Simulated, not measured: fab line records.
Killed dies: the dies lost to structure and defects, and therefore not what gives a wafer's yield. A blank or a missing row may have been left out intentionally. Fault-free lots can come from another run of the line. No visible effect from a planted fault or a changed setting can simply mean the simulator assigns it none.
Which tool is to blame? / flow n5-finfet / 9 lots, 26 wafers sampled, at 6 steps of a route of 1938

== WHAT EACH GAUGE READ, for each wafer ==
N5_ZERO_LAYER_CD_MEAS_11: target cd 2000 nm. Usual: cd-nm reads 1999.7 nm (standard deviation 1.8).
lot=L703; measured=day 1 12:47; on=cd-sem-01; cd-nm (nm)=2001.6 1999.7 2000.5; flag=
lot=L705; measured=day 2 00:38; on=cd-sem-01; cd-nm (nm)=2002.6 2003.0 2002.0; flag=
lot=L706; measured=day 2 06:46; on=cd-sem-02; cd-nm (nm)=1998.0 1999.5 1998.3; flag=
lot=L714; measured=day 4 06:38; on=cd-sem-02; cd-nm (nm)=1998.4 1998.5 1999.4; flag=
lot=L717; measured=day 5 00:46; on=cd-sem-03; cd-nm (nm)=2001.6 2002.0 2002.6; flag=
lot=L721; measured=day 6 00:38; on=cd-sem-01; cd-nm (nm)=2000.0 1999.2 2001.7; flag=
lot=L724; measured=day 6 18:40; on=cd-sem-03; cd-nm (nm)=2003.3 2001.9; flag=
lot=L725; measured=day 7 00:38; on=cd-sem-01; cd-nm (nm)=1999.2 1998.2 1998.1; flag=
lot=L726; measured=day 7 06:47; on=cd-sem-03; cd-nm (nm)=2000.1 1998.2 1998.8; flag=

N5_WELL_APT_CD_MEAS_25: target cd 200 nm. Usual: cd-nm reads 201.1 nm (standard deviation 1.7).
lot=L703; measured=day 1 14:56; on=cd-sem-02; cd-nm (nm)=200.5 200.3 200.5; flag=
lot=L705; measured=day 2 03:10; on=cd-sem-03; cd-nm (nm)=201.3 201.0 202.4; flag=
lot=L706; measured=day 2 08:55; on=cd-sem-02; cd-nm (nm)=198.4 203.3 199.4; flag=
lot=L714; measured=day 4 08:58; on=cd-sem-03; cd-nm (nm)=198.8 206.0 180.2; flag=OFF
lot=L717; measured=day 5 02:59; on=cd-sem-02; cd-nm (nm)=198.3 198.4 200.9; flag=
lot=L721; measured=day 6 03:14; on=cd-sem-02; cd-nm (nm)=202.5 204.4 203.0; flag=
lot=L724; measured=day 6 20:58; on=cd-sem-01; cd-nm (nm)=200.8 199.5; flag=
lot=L725; measured=day 7 03:07; on=cd-sem-01; cd-nm (nm)=201.2 201.0 201.7; flag=
lot=L726; measured=day 7 08:58; on=cd-sem-03; cd-nm (nm)=196.9 199.9 202.9; flag=

N5_BEOL_M4_RC_MEAS_101. Usual: DIBL_N 36.5 mV/V, standard deviation 1.8; DIBL_P 36.5 mV/V, standard deviation 2.1; IOFF_N 0.17 nA/um, standard deviation 0.031; IOFF_P 0.22 nA/um, standard deviation 0.036; ION_N 677 uA/um, standard deviation 11; ION_P 463 uA/um, standard deviation 8; SS_N 71.6 mV/dec, standard deviation 0.61; SS_P 73.3 mV/dec, standard deviation 0.63; VT_N 249 mV, standard deviation 3.1; VT_P -250 mV, standard deviation 3.3.
lot=L703; measured=day 7 22:33; on=prober-02; DIBL_N (mV/V)=33.8 35.2 33.9; DIBL_P (mV/V)=32.6 34.7 32.7; IOFF_N (nA/um)=0.12 0.15 0.13; IOFF_P (nA/um)=0.15 0.20 0.16; ION_N (uA/um)=655 672 659; ION_P (uA/um)=446 457 447; SS_N (mV/dec)=71.0 71.0 70.7; SS_P (mV/dec)=72.9 73.3 71.9; VT_N (mV)=253 248 253; VT_P (mV)=-257 -250 -255; flag=
lot=L705; measured=day 8 12:54; on=prober-01; DIBL_N (mV/V)=34.9 37.1 34.9; DIBL_P (mV/V)=36.3 39.6 36.8; IOFF_N (nA/um)=0.16 0.19 0.16; IOFF_P (nA/um)=0.17 0.23 0.18; ION_N (uA/um)=684 679 673; ION_P (uA/um)=455 464 457; SS_N (mV/dec)=71.6 71.9 71.8; SS_P (mV/dec)=73.8 74.0 72.7; VT_N (mV)=249 246 249; VT_P (mV)=-252 -251 -255; flag=
lot=L706; measured=day 8 14:43; on=prober-02; DIBL_N (mV/V)=40.8 37.6 37.2; DIBL_P (mV/V)=41.5 38.2 36.6; IOFF_N (nA/um)=0.23 0.17 0.15; IOFF_P (nA/um)=0.26 0.20 0.18; ION_N (uA/um)=683 688 675; ION_P (uA/um)=462 465 454; SS_N (mV/dec)=72.8 71.1 71.1; SS_P (mV/dec)=74.2 73.7 73.3; VT_N (mV)=245 248 251; VT_P (mV)=-250 -253 -255; flag=
lot=L714; measured=day 11 03:36; on=prober-02; DIBL_N (mV/V)=35.7 35.7 38.2; DIBL_P (mV/V)=35.2 35.7 37.1; IOFF_N (nA/um)=0.16 0.16 0.19; IOFF_P (nA/um)=0.19 0.20 0.22; ION_N (uA/um)=669 676 681; ION_P (uA/um)=458 461 461; SS_N (mV/dec)=71.8 71.6 71.7; SS_P (mV/dec)=72.9 73.1 73.4; VT_N (mV)=249 248 249; VT_P (mV)=-252 -251 -252; flag=
lot=L717; measured=day 11 12:56; on=prober-01; DIBL_N (mV/V)=35.1 37.4 35.0; DIBL_P (mV/V)=35.0 38.1 35.1; IOFF_N (nA/um)=0.14 0.18 0.14; IOFF_P (nA/um)=0.20 0.25 0.21; ION_N (uA/um)=675 676 684; ION_P (uA/um)=470 462 471; SS_N (mV/dec)=71.0 71.0 71.4; SS_P (mV/dec)=72.8 73.8 72.9; VT_N (mV)=250 248 249; VT_P (mV)=-250 -248 -249; flag=
lot=L721; measured=day 12 13:29; on=prober-02; DIBL_N (mV/V)=38.7 35.6 38.0; DIBL_P (mV/V)=39.5 35.4 37.7; IOFF_N (nA/um)=0.19 0.13 0.17; IOFF_P (nA/um)=0.25 0.19 0.22; ION_N (uA/um)=680 669 669; ION_P (uA/um)=469 461 460; SS_N (mV/dec)=71.8 71.8 72.6; SS_P (mV/dec)=73.7 73.0 73.1; VT_N (mV)=247 253 249; VT_P (mV)=-249 -252 -249; flag=
lot=L724; measured=day 13 21:04; on=prober-02; DIBL_N (mV/V)=33.1 36.2; DIBL_P (mV/V)=32.2 36.9; IOFF_N (nA/um)=0.11 0.17; IOFF_P (nA/um)=0.17 0.22; ION_N (uA/um)=649 664; ION_P (uA/um)=458 463; SS_N (mV/dec)=70.5 72.0; SS_P (mV/dec)=72.9 72.4; VT_N (mV)=253 251; VT_P (mV)=-252 -249; flag=
lot=L725; measured=day 14 00:46; on=prober-02; DIBL_N (mV/V)=36.9 38.9 35.3; DIBL_P (mV/V)=37.0 39.9 35.8; IOFF_N (nA/um)=0.17 0.21 0.16; IOFF_P (nA/um)=0.25 0.29 0.22; ION_N (uA/um)=673 687 683; ION_P (uA/um)=465 476 472; SS_N (mV/dec)=71.8 72.7 71.2; SS_P (mV/dec)=73.1 73.8 72.8; VT_N (mV)=247 247 250; VT_P (mV)=-246 -243 -248; flag=
lot=L726; measured=day 14 23:12; on=prober-01; DIBL_N (mV/V)=37.0 40.1 38.5; DIBL_P (mV/V)=35.4 39.8 38.1; IOFF_N (nA/um)=0.15 0.20 0.18; IOFF_P (nA/um)=0.20 0.28 0.25; ION_N (uA/um)=662 673 667; ION_P (uA/um)=456 465 461; SS_N (mV/dec)=72.7 72.6 71.9; SS_P (mV/dec)=72.6 74.4 73.8; VT_N (mV)=253 251 248; VT_P (mV)=-251 -245 -247; flag=

== EACH LOT AND THE TOOL THAT RAN IT (in order: tool; ch and the chambers of the sampled wafers; start) ==
lot=L703; N5_ZERO_LAYER_ETCH_18=rie-si-02 ch 0,1,2, day 1 12:56; N5_WELL_APT_EXPOSE_22=krf-scanner-01 ch 0, day 1 14:47; N5_WELL_APT_DESCUM_30=rie-diel-04 ch 0,2,3, day 1 15:04
lot=L705; N5_ZERO_LAYER_ETCH_18=rie-si-02 ch 1,2, day 2 00:56; N5_WELL_APT_EXPOSE_22=krf-scanner-02 ch 0, day 2 03:00; N5_WELL_APT_DESCUM_30=rie-diel-03 ch 0,1, day 2 03:15
lot=L706; N5_ZERO_LAYER_ETCH_18=rie-si-02 ch 0,3, day 2 06:55; N5_WELL_APT_EXPOSE_22=krf-scanner-02 ch 0, day 2 08:45; N5_WELL_APT_DESCUM_30=rie-diel-03 ch 1,2,3, day 2 09:01
lot=L714; N5_ZERO_LAYER_ETCH_18=rie-si-03 ch 0,2,3, day 4 06:49; N5_WELL_APT_EXPOSE_22=krf-scanner-02 ch 0, day 4 08:49; N5_WELL_APT_DESCUM_30=rie-diel-03 ch 0,2, day 4 09:22
lot=L717; N5_ZERO_LAYER_ETCH_18=rie-si-05 ch 1,2, day 5 00:55; N5_WELL_APT_EXPOSE_22=krf-scanner-01 ch 0, day 5 02:49; N5_WELL_APT_DESCUM_30=rie-diel-03 ch 0,1,3, day 5 03:04
lot=L721; N5_ZERO_LAYER_ETCH_18=rie-si-05 ch 2,3, day 6 01:03; N5_WELL_APT_EXPOSE_22=krf-scanner-01 ch 0, day 6 03:04; N5_WELL_APT_DESCUM_30=rie-diel-05 ch 0,1, day 6 03:20
lot=L724; N5_ZERO_LAYER_ETCH_18=rie-si-02 ch 1,3, day 6 18:49; N5_WELL_APT_EXPOSE_22=krf-scanner-01 ch 0, day 6 20:47; N5_WELL_APT_DESCUM_30=rie-diel-03 ch 0,3, day 6 21:02
lot=L725; N5_ZERO_LAYER_ETCH_18=rie-si-02 ch 0,2,3, day 7 00:47; N5_WELL_APT_EXPOSE_22=krf-scanner-02 ch 0, day 7 02:56; N5_WELL_APT_DESCUM_30=rie-diel-03 ch 1,2,3, day 7 03:12
lot=L726; N5_ZERO_LAYER_ETCH_18=rie-si-03 ch 0,1,3, day 7 06:56; N5_WELL_APT_EXPOSE_22=krf-scanner-02 ch 0, day 7 08:47; N5_WELL_APT_DESCUM_30=rie-diel-05 ch 0,2,3, day 7 09:16
- N5_ZERO_LAYER_ETCH_18: etches Si in HBr/Cl2, target depth 120 nm, time 40 s.
- N5_WELL_APT_EXPOSE_22: exposes mask PWELL, defocus 0 nm, target cd 200 nm.
- N5_WELL_APT_DESCUM_30: chemistry O2, time 7.9 s.

== AS READ BY THE TOOLS THEMSELVES (means over the sampled wafers that have a number; for cases with no such wafer, the mark the record gives instead) ==
N5_ZERO_LAYER_ETCH_18. Usual: drypump-motor-current-A 5.6 A, standard deviation 0.32; oes-product-au 1.004 a.u., standard deviation 0.012; throttle-valve-pct 36.42 %, standard deviation 0.21.
lot=L703; tool=rie-si-02; drypump-motor-current-A (A)=5.4; oes-product-au (a.u.)=1.000; throttle-valve-pct (%)=36.59; flag=
lot=L705; tool=rie-si-02; drypump-motor-current-A (A)=5.6; oes-product-au (a.u.)=0.992; throttle-valve-pct (%)=36.59; flag=
lot=L706; tool=rie-si-02; drypump-motor-current-A (A)=5.3; oes-product-au (a.u.)=1.000; throttle-valve-pct (%)=36.65; flag=
lot=L714; tool=rie-si-03; drypump-motor-current-A (A)=5.6; oes-product-au (a.u.)=1.003; throttle-valve-pct (%)=36.24; flag=
lot=L717; tool=rie-si-05; drypump-motor-current-A (A)=5.6; oes-product-au (a.u.)=1.019; throttle-valve-pct (%)=36.36; flag=
lot=L721; tool=rie-si-05; drypump-motor-current-A (A)=5.3; oes-product-au (a.u.)=1.001; throttle-valve-pct (%)=36.21; flag=
lot=L724; tool=rie-si-02; drypump-motor-current-A (A)=5.4; oes-product-au (a.u.)=0.990; throttle-valve-pct (%)=36.39; flag=
lot=L725; tool=rie-si-02; drypump-motor-current-A (A)=5.5; oes-product-au (a.u.)=0.997; throttle-valve-pct (%)=36.55; flag=
lot=L726; tool=rie-si-03; drypump-motor-current-A (A)=5.8; oes-product-au (a.u.)=1.012; throttle-valve-pct (%)=36.21; flag=

N5_WELL_APT_DESCUM_30. Usual: bias-power-w 19.99 W, standard deviation 0.058; drypump-motor-current-A 5.7 A, standard deviation 0.36; oes-product-au 0.76 a.u., standard deviation 0.089; rf-vpp-V 242.9 V, standard deviation 1.5; showerhead-plenum-p-Torr 2.09 Torr, standard deviation 0.086; throttle-valve-pct 20.38 %, standard deviation 0.29.
lot=L703; tool=rie-diel-04; bias-power-w (W)=19.95; drypump-motor-current-A (A)=5.9; oes-product-au (a.u.)=0.75; rf-vpp-V (V)=243.2; showerhead-plenum-p-Torr (Torr)=2.13; throttle-valve-pct (%)=20.70; flag=
lot=L705; tool=rie-diel-03; bias-power-w (W)=20.05; drypump-motor-current-A (A)=5.8; oes-product-au (a.u.)=0.70; rf-vpp-V (V)=244.1; showerhead-plenum-p-Torr (Torr)=2.16; throttle-valve-pct (%)=20.54; flag=
lot=L706; tool=rie-diel-03; bias-power-w (W)=19.94; drypump-motor-current-A (A)=5.7; oes-product-au (a.u.)=0.70; rf-vpp-V (V)=242.2; showerhead-plenum-p-Torr (Torr)=2.07; throttle-valve-pct (%)=20.64; flag=
lot=L714; tool=rie-diel-03; bias-power-w (W)=20.01; drypump-motor-current-A (A)=5.8; oes-product-au (a.u.)=0.72; rf-vpp-V (V)=243.0; showerhead-plenum-p-Torr (Torr)=2.12; throttle-valve-pct (%)=20.14; flag=
lot=L717; tool=rie-diel-03; bias-power-w (W)=20.00; drypump-motor-current-A (A)=5.7; oes-product-au (a.u.)=0.78; rf-vpp-V (V)=243.0; showerhead-plenum-p-Torr (Torr)=2.13; throttle-valve-pct (%)=20.46; flag=
lot=L721; tool=rie-diel-05; bias-power-w (W)=20.02; drypump-motor-current-A (A)=5.9; oes-product-au (a.u.)=0.76; rf-vpp-V (V)=242.3; showerhead-plenum-p-Torr (Torr)=2.05; throttle-valve-pct (%)=20.28; flag=
lot=L724; tool=rie-diel-03; bias-power-w (W)=20.05; drypump-motor-current-A (A)=5.7; oes-product-au (a.u.)=0.83; rf-vpp-V (V)=243.2; showerhead-plenum-p-Torr (Torr)=2.12; throttle-valve-pct (%)=20.30; flag=
lot=L725; tool=rie-diel-03; bias-power-w (W)=19.96; drypump-motor-current-A (A)=5.7; oes-product-au (a.u.)=0.84; rf-vpp-V (V)=242.8; showerhead-plenum-p-Torr (Torr)=2.05; throttle-valve-pct (%)=20.37; flag=
lot=L726; tool=rie-diel-05; bias-power-w (W)=19.99; drypump-motor-current-A (A)=5.8; oes-product-au (a.u.)=0.81; rf-vpp-V (V)=244.1; showerhead-plenum-p-Torr (Torr)=2.16; throttle-valve-pct (%)=20.24; flag=

== THE ANSWER, worked out from the rows above alone ==
Rule: a lot counts as off when the mean over its wafers that have a number is more than 3 standard deviations away from the usual mean. Also off: a lot with no number at a reading for which 4 or more lots have one. The other lots that the step has rows for count as sound. Order of review: gauges by route order, followed by the tools' own readings, for which a lot's mean as printed above is used. At the first step where some lot is off, the reading lying furthest off is the one used; lots without a number count as furthest.
Off, at N5_WELL_APT_CD_MEAS_25 on cd-nm: L714.
A tool fits if, at a process step before that reading, it ran every lot that is off, and no sound lot after the first of them. The gauges at N5_WELL_APT_CD_MEAS_25 are tried like those tools. Of those tried, none fits.

== WHAT WAS PUT IN BY THE SIMULATOR ==
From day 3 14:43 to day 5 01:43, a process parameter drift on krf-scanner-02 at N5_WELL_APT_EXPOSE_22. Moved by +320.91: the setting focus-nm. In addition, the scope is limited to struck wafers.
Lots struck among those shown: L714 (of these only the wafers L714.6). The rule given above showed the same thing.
